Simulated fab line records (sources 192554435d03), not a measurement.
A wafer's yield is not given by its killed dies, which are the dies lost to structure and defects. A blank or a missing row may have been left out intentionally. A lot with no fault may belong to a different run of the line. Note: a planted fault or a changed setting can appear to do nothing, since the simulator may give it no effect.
Split-lot trial ; flow n5 finfet ; on a route of 1938 steps: 7 lots, 39 wafers read

## ON THE SPLIT
At N5_BEOL_M1_HM_DEP_02 (deposits TiN, target thk 20 nm), the setting target thk a was moved away from the recipe's 200 angstrom on 12 of the 39 wafers read, by -57.9% to -51.4%. All remaining wafers had this setting at the recipe value.

## FROM THE SPLIT TO THE READING: what the file shows between them, 4 steps
- N5_BEOL_M1_COAT_61: time 60 s, resist thk 60 nm
- N5_BEOL_M1_COAT_62: time 60 s, resist thk 12 nm
- N5_BEOL_M1_STRIP_75: strips in N2/H2
- N5_BEOL_M1_STRIP_66: strips in CF4

## THE READING
etch.depth nm (the simulator's own value, which no gauge read), in nm, at N5_BEOL_M1_HM_OPEN_17 (chemistry Cl2/BCl3, target TiN, target depth 20 nm, overetch 6 nm). No usual value for it is given in the file. Across the 27 wafers here that went through the recipe, the average is 20.049 nm and the standard deviation 0.28 nm.

wafer;tool, chamber at the split;target thk a as run, angstrom;against the recipe;etch.depth nm, nm;against lot-mates on the recipe
L076.1;pvd sputter-01, -;200;recipe;19.67;-
L076.2;pvd sputter-01, -;200;recipe;19.79;-
L076.3;pvd sputter-01, -;84.17;-57.9%;8.057;-11.633
L076.4;pvd sputter-01, -;84.17;-57.9%;7.938;-11.752
L076.5;pvd sputter-01, -;84.17;-57.9%;7.898;-11.792
L076.6;pvd sputter-01, -;200;recipe;19.61;-
L078.1;pvd sputter-03, -;94.86;-52.6%;9.647;-10.343
L078.2;pvd sputter-03, -;200;recipe;19.97;-
L078.3;pvd sputter-03, -;200;recipe;19.97;-
L078.4;pvd sputter-03, -;200;recipe;20.03;-
L078.5;pvd sputter-03, -;94.86;-52.6%;9.663;-10.327
L078.6;pvd sputter-03, -;94.86;-52.6%;9.684;-10.306
L083.1;pvd sputter-03, -;200;recipe;20.21;-
L083.2;pvd sputter-03, -;200;recipe;20.18;-
L083.3;pvd sputter-03, -;88.49;-55.8%;9.054;-11.199
L083.4;pvd sputter-03, -;88.49;-55.8%;8.943;-11.310
L083.5;pvd sputter-03, -;200;recipe;20.37;-
L083.6;pvd sputter-03, -;88.49;-55.8%;9.016;-11.237
L087.1;pvd sputter-03, -;200;recipe;19.97;-
L087.4;pvd sputter-03, -;200;recipe;20.33;-
L087.6;pvd sputter-03, -;200;recipe;20.07;-
L093.1;pvd sputter-03, -;200;recipe;20.24;-
L093.2;pvd sputter-03, -;200;recipe;20.32;-
L093.3;pvd sputter-03, -;200;recipe;20.44;-
L093.4;pvd sputter-03, -;200;recipe;20.43;-
L093.5;pvd sputter-03, -;200;recipe;20.39;-
L093.6;pvd sputter-03, -;200;recipe;20.4;-
L095.1;pvd sputter-01, -;97.19;-51.4%;9.795;-10.435
L095.2;pvd sputter-01, -;200;recipe;20.26;-
L095.3;pvd sputter-01, -;200;recipe;20.27;-
L095.4;pvd sputter-01, -;97.19;-51.4%;9.846;-10.384
L095.5;pvd sputter-01, -;200;recipe;20.16;-
L095.6;pvd sputter-01, -;97.19;-51.4%;10.05;-10.180
L097.1;pvd sputter-02, -;200;recipe;19.66;-
L097.2;pvd sputter-02, -;200;recipe;19.79;-
L097.3;pvd sputter-02, -;200;recipe;19.71;-
L097.4;pvd sputter-02, -;200;recipe;19.75;-
L097.5;pvd sputter-02, -;200;recipe;19.52;-
L097.6;pvd sputter-02, -;200;recipe;19.82;-

FIT RESULTS
A straight line over all 39 wafers: etch.depth nm changes by +0.201 nm for each +1% of target thk a; r = +1.00; the points scatter about the line by 0.29 nm.
The same after taking each lot's own level away (the mean of its wafers on the recipe; 39 wafers): +0.201 nm for each +1%; r = +1.00; scatter 0.11 nm.
According to that fit, moving target thk a by its largest amount changes the reading by 12 nm.
Measured against the standard deviation above, the lots' own levels, which go from 19.6900 to 20.3700 nm, span 2.4 times it.
Consequently the slope shifts little with the lot-to-lot level, the two slopes agreeing.
Check: with one of the wafers moved furthest among these (-57.9%) left out of the fit, the line predicts -11.6 nm for it against its lot-mates. Against them it came out at -11.6 nm.

## THE OTHER SPLITS THESE WAFERS WENT THROUGH
Note: prior to the reading, these wafers also went through further splits. Each is held against what the fit with the lots' levels taken away leaves over:
other split on the same wafers;wafers away from the commonest value;r with etch.depth nm (lot level and that fit taken away)
N5_ZERO_LAYER_ETCH_18 target depth a;15;-0.29
N5_GATE_CUT_ALD_22 ald cycles;18;-0.04

## THE WHOLE CHAIN: every reading that the file lists as answering this split, in the file's order
step;what it does;reading;change (the file's fit);r (the file's)
N5_BEOL_M1_HM_DEP_02;deposits TiN, target thk 20 nm;TiN_of_BEOL_M1_HM_DEP_02.thk nm (the simulator's own value, which no gauge read);+0.201 nm for each +1% of the setting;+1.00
N5_BEOL_M1_HM_OPEN_17;chemistry Cl2/BCl3, target TiN, target depth 20 nm, overetch 6 nm;etch.depth nm (the simulator's own value, which no gauge read);+0.201 nm for each +1% of the setting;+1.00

## THE FILE'S OWN FIT
etch.depth nm changes by +0.201 nm for each +1% of target thk a, r = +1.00.
